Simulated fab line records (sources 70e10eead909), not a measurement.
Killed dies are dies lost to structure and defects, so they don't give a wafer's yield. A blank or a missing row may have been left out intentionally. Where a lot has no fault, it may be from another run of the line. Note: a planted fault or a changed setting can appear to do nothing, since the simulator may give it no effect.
Chamber matching | flow nand-harc | rie-si-03 running NHARC_A_CHANNEL_FILL_D1_ETCHBACK_19: 4 sister chambers
The step etches the open film in HBr/Cl2, target depth 5 nm, time 1.7 s. 14 wafers are shown with their chamber, then 7 later ones without.

## EACH WAFER AND ITS CHAMBER
wafer  | chamber | drypump-motor-current-A (A) | throttle-valve-pct (%) | oes-product-au (a.u.)
L074.2 | 2       | 5.5                         | 26.410                 | 1.001
L074.3 | 1       | 5.8                         | 26.401                 | 1.011
L074.5 | 2       | 5.4                         | 26.393                 | 0.998
L081.2 | 1       | 5.7                         | 26.422                 | 1.009
L081.4 | 2       | 5.5                         | 26.411                 | 1.015
L081.6 | 1       | 5.8                         | 26.396                 | 1.004
L083.2 | 1       | 5.7                         | 26.409                 | 1.006
L083.3 | 0       | 5.0                         | 26.402                 | 1.007
L083.4 | 3       | 6.3                         | 26.395                 | 1.017
L085.2 | 2       | 5.5                         | 26.408                 | 1.027
L085.3 | 0       | 5.0                         | 26.403                 | 1.005
L085.5 | 2       | 5.5                         | 26.405                 | 1.015
L090.4 | 1       | 5.8                         | 26.417                 | 1.019
L090.5 | 1       | 5.8                         | 26.409                 | 1.012

SIGNATURES (means of the wafers above)
reading                 | chamber 0 | chamber 1 | chamber 2 | chamber 3 | scatter within a chamber
drypump-motor-current-A | 5.000     | 5.767     | 5.480     | 6.300     | 0.0462
throttle-valve-pct      | 26.40250  | 26.40900  | 26.40540  | 26.39500  | 0.00824
oes-product-au          | 1.00600   | 1.01017   | 1.01120   | 1.01700   | 0.00835
Rule: distance of a wafer from a chamber = root of the sum over the readings of ((wafer's reading minus chamber's mean) / reading's scatter) squared. If the next closest chamber is less than 2 further off than the closest, the wafer can't be placed; otherwise it belongs to the closest. The scatter: the root of (the sum of the squares of (reading less its chamber's mean) over the shown wafers, divided by (wafers less chambers)).

## WAFERS WITHOUT THEIR CHAMBER
wafer  | drypump-motor-current-A (A) | throttle-valve-pct (%) | oes-product-au (a.u.)
L090.6 | 5.4                         | 26.410                 | 1.011
L092.3 | 5.0                         | 26.400                 | 1.011
L092.4 | 5.8                         | 26.391                 | 1.014
L092.5 | 5.8                         | 26.407                 | 1.012
L097.1 | 6.3                         | 26.400                 | 0.994
L097.3 | 5.4                         | 26.402                 | 1.017
L097.5 | 5.8                         | 26.405                 | 1.012

## EACH ONE'S CHAMBER
wafer  | from the rows above | in truth
L090.6 | 2                   | 2
L092.3 | 0                   | 0
L092.4 | 1                   | 1
L092.5 | 1                   | 1
L097.1 | 3                   | 3
L097.3 | 2                   | 2
L097.5 | 1                   | 1
Correctly placed: 7 of 7. Not placeable from these rows: 0. Wrongly placed: 0.
